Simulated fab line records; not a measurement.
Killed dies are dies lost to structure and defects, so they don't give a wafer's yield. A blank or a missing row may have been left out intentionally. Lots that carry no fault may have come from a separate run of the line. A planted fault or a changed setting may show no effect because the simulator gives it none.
Code-filled problem report in 8D (eight disciplines) form + flow n5_finfet + the parts of the form that need people (team, actions taken, sign-off) are left out

## 1. PROBLEM STATEMENT
N5_BEOL_M14_CD_MEAS_28, cd_nm: mean 302.1 nm over 1 wafer from 1 lot; wafers with no fault: 284.3 nm, standard deviation 1.5. Measured from the usual mean, that is +12 standard deviations.
The step: target cd 284.4 nm.
First observed at day 16 04:40: wafer L763.2, on cd_sem-01. Wafers with a number at this step in the record: 21, from 8 lots. Rule for "out" (also "out of limits"): further than 4 standard deviations from the usual mean. The rest of the wafers with a number are treated as sound.

## 2. WHAT IT IS, WHAT IT ISN'T
| question                    | is                | is not                                                              |
|-----------------------------|-------------------|---------------------------------------------------------------------|
| which readings at this step | cd_nm             | -                                                                   |
| which lots                  | L763              | L751, L753, L755, L756, L759, L761, L772                            |
| which wafers of those lots  | L763.2            | L763.3                                                              |
| read on which gauges        | cd_sem-01         | cd_sem-02                                                           |
| when                        | from day 16 04:40 | up to then (17 sound wafers); but 3 sound wafers of L772 came after |

## 3. THE SUSPECTS, EACH WITH WHAT RULES IT OUT
Counting: any tool at a process step up to the reading remains a suspect provided it ran every lot that is out. Sound lots after the first of them don't rule it out here, since some wafers of a struck lot are sound.
- the gauge at N5_BEOL_M14_CD_MEAS_28: kept. All the wafers that are out were read on cd_sem-01, and no step on other tools shows them out.
- cmp-01 at N5_BEOL_M13_CMP_49 (polishes, stops on SiOC, t overpolish 17.1 s, target thk 420 nm): kept. L763, the lot that is out, went through it at day 16 02:50; up to then, the latest sound lot through it was L761 at day 15 15:23.
- pecvd-04 at N5_BEOL_M13_DEP_53 (deposits SiCN from 3MS/NH3, target thk 50 nm, time 17.8 s): kept. L763, the lot that is out, went through it at day 16 03:09; up to then, the latest sound lot through it was L761 at day 15 15:44.
- krf_scanner-01 at N5_BEOL_M14_EXPOSE_25 (exposes mask M14, target cd 280 nm): kept. L763, the lot that is out, went through it at day 16 04:30; up to then, the latest sound lot through it was L761 at day 15 17:08.
- Within cmp-01 at N5_BEOL_M13_CMP_49: the wafers that are out ran in chamber 2; their sound lot-mates ran in chamber 3.
- Within pecvd-04 at N5_BEOL_M13_DEP_53: the wafers that are out ran in chamber 0; their sound lot-mates ran in chamber 2.
Left after counting: cmp-01 at N5_BEOL_M13_CMP_49, pecvd-04 at N5_BEOL_M13_DEP_53, krf_scanner-01 at N5_BEOL_M14_EXPOSE_25, cd_sem-01 at N5_BEOL_M14_CD_MEAS_28.

## 4. THE CAUSE (what the simulator had put in)
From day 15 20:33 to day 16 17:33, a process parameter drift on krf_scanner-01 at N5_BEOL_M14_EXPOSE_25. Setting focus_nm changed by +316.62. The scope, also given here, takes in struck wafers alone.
After counting, 4 suspects remain, this tool included.

## 5. THE EFFECT CHAIN, in route order
Rows list readings where the struck wafers' mean (over those with a number) sits beyond 3 standard deviations from the usual. Readings are gone through only where the record gives a usual standard deviation; hours: the median, over the lots, of the time from a lot's start at the first step in this table giving one to that lot's start at this step; sigmas: the change measured in usual standard deviations.
| hours | step                    | reading           | usual        | on struck wafers | change | sigmas |
|-------|-------------------------|-------------------|--------------|------------------|--------|--------|
| 0     | N5_BEOL_M14_CD_MEAS_28  | cd_nm             | 284.3 nm     | 302.1            | +17.8  | +12    |
| 8     | N5_BEOL_M15_RC_MEAS_101 | SERP_M14          | 0.160 ohm/um | 0.144            | -0.016 | -3.4   |
| 8     | N5_BEOL_M15_RC_MEAS_101 | SERP_M14_max_site | 0.161 ohm/um | 0.146            | -0.015 | -3.1   |

## 6. HOW IT WOULD HAVE BEEN CAUGHT EARLIER
8 hours passed between the start of the fault at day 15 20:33 and the first reading out of limits at a measuring or inspecting step in this record, taken at day 16 04:40.
No tool reading at N5_BEOL_M14_EXPOSE_25 that has a usual standard deviation in the record was out on any struck wafer, so an alarm limit of 4 standard deviations on those readings would not have fired.
Lots out: 1; all had begun N5_BEOL_M14_EXPOSE_25 on krf_scanner-01 by day 16 04:40. A hold on the tool at that time would have spared none of them.
